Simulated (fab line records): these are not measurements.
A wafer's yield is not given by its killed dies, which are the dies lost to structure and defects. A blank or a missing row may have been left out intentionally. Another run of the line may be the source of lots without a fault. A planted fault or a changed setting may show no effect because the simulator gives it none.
Lot-split experiment    flow n5-finfet    39 wafers read across 7 lots, on a route 1938 steps long

THE SPLIT
At N5_BEOL_M0_SAQP_ETCH_106 (etches SOC in N2/H2, stops on SiNx, target depth 150 nm), the setting target-depth-a was moved away from the recipe's 1500 angstrom on 15 of the 39 wafers read, by -56.6% to +54.1%. All remaining wafers had this setting at the recipe value.

Reading taken at the split's own step.

THE READING
SOC_of_BEOL_M0_SAQP_COAT_105.thk-nm (the simulator's own value, which no gauge read), in nm, at N5_BEOL_M0_SAQP_ETCH_106 (etches SOC in N2/H2, stops on SiNx, target depth 150 nm). There is no usual value for it anywhere in the file. Here, 24 wafers ran the recipe; their average is 23.6 nm with a standard deviation of 1.8 nm.

wafer   tool, chamber at the split  target-depth-a as run, angstrom  against the recipe  SOC_of_BEOL_M0_SAQP_COAT_105.thk-nm, nm  against lot-mates on the recipe
L074.1  rie-diel-01, 3,2,1          1500                             recipe              23.2                                     -
L074.2  rie-diel-01, 3,2,1          1500                             recipe              23.2                                     -
L074.4  rie-diel-01, 3,2,1          1500                             recipe              23.2                                     -
L074.3  rie-diel-01, 0,2            1778                             +18.5%              8.6                                      -14.6
L074.5  rie-diel-01, 0,2            1778                             +18.5%              8.6                                      -14.6
L074.6  rie-diel-01, 1              1778                             +18.5%              9.4                                      -13.8
L082.1  rie-diel-01, 2              1500                             recipe              23.2                                     -
L082.6  rie-diel-01, 2              1500                             recipe              23.2                                     -
L082.2  rie-diel-01, 0              1500                             recipe              23.6                                     -
L082.3  rie-diel-01, 1              1500                             recipe              24.2                                     -
L082.5  rie-diel-01, 1              1500                             recipe              24.2                                     -
L082.4  rie-diel-01, 0              1500                             recipe              23.8                                     -
L086.1  rie-diel-01, 1              1500                             recipe              23.6                                     -
L086.2  rie-diel-01, 2              1500                             recipe              23.4                                     -
L086.3  rie-diel-01, 0              1500                             recipe              24.6                                     -
L086.4  rie-diel-01, 3,0,1          2022                             +34.8%              0                                        -23.9
L086.5  rie-diel-01, 3,0,1          2022                             +34.8%              0                                        -23.9
L086.6  rie-diel-01, 3,0,1          2022                             +34.8%              0                                        -23.9
L089.1  rie-diel-01, 1              1500                             recipe              24                                       -
L089.2  rie-diel-01, 0,1,2          2312                             +54.1%              0                                        -23.1
L089.5  rie-diel-01, 0,1,2          2312                             +54.1%              0                                        -23.1
L089.6  rie-diel-01, 0,1,2          2312                             +54.1%              0                                        -23.1
L089.3  rie-diel-01, 3              1500                             recipe              20.8                                     -
L089.4  rie-diel-01, 2              1500                             recipe              24.4                                     -
L093.1  rie-diel-06, 2              1500                             recipe              26.4                                     -
L093.5  rie-diel-06, 0              1500                             recipe              24.4                                     -
L093.6  rie-diel-06, 3              1500                             recipe              27                                       -
L094.1  rie-diel-01, 2              651.4                            -56.6%              67                                       +44.5
L094.2  rie-diel-01, 3              1500                             recipe              21.8                                     -
L094.4  rie-diel-01, 3              1500                             recipe              21.8                                     -
L094.3  rie-diel-01, 0              651.4                            -56.6%              67.2                                     +44.7
L094.5  rie-diel-01, 2              1500                             recipe              24                                       -
L094.6  rie-diel-01, 0              651.4                            -56.6%              67.4                                     +44.9
L095.1  rie-diel-05, 3              1500                             recipe              19.6                                     -
L095.2  rie-diel-05, 0,2,1          2282                             +52.1%              0                                        -22.5
L095.3  rie-diel-05, 0,2,1          2282                             +52.1%              0                                        -22.5
L095.4  rie-diel-05, 0,2,1          2282                             +52.1%              0                                        -22.5
L095.5  rie-diel-05, 3              1500                             recipe              20.4                                     -
L095.6  rie-diel-05, 0              1500                             recipe              27.4                                     -
Where a row lists several chambers, the file gives one row for several wafers and doesn't say which wafer went through which chamber.

THE FIT
A straight line over all 39 wafers: SOC_of_BEOL_M0_SAQP_COAT_105.thk-nm changes by -0.598 nm for each +1% of target-depth-a; r = -0.97; the points scatter about the line by 4.5 nm.
The same after taking each lot's own level away (the mean of its wafers on the recipe; 39 wafers): -0.598 nm for each +1%; r = -0.96; scatter 4.8 nm.
The reading moves by 34 nm for the largest change in target-depth-a, on that fit.
Measured against the standard deviation above, the lots' own levels, which go from 22.47 to 25.93 nm, span 1.9 times it.
So the lot-to-lot level changes the slope little: the two slopes agree.
Check: for one of the wafers moved furthest among these (-56.6%), held out of the fit, the line's prediction against its lot-mates is +33.7 nm. Against them it came out at +44.5 nm.

THE OTHER SPLITS THESE WAFERS WENT THROUGH
Note: prior to the reading, these wafers also went through further splits. Each is held against what the fit with the lots' levels taken away leaves over:
other split on the same wafers      wafers away from the commonest value  r with SOC_of_BEOL_M0_SAQP_COAT_105.thk-nm (lot level and that fit taken away)
N5_FIN_SAQP_ETCH_65 time-s          12                                    +0.10
N5_SD_EPI_N_ETCH_16 target-depth-a  15                                    +0.24

THE WHOLE CHAIN: every reading that the file lists as answering this split, in the file's order
step                      what it does                                             reading                                                                               change (the file's fit)                                                          r (the file's)
N5_BEOL_M0_SAQP_ETCH_106  etches SOC in N2/H2, stops on SiNx, target depth 150 nm  SOC_of_BEOL_M0_SAQP_COAT_105.thk-nm (the simulator's own value, which no gauge read)  -0.581 nm for each +1% of the setting                                            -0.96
N5_BEOL_M0_SAQP_ETCH_107  etches SiNx in CH3F/O2, target depth 30 nm               SOC_of_BEOL_M0_SAQP_COAT_105.thk-nm (the simulator's own value, which no gauge read)  not straight: 56.27 at the lowest setting, 12.6 at the recipe, 0 at the highest  not given

FILE'S OWN FIT
SOC_of_BEOL_M0_SAQP_COAT_105.thk-nm changes by -0.581 nm for each +1% of target-depth-a, r = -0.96.
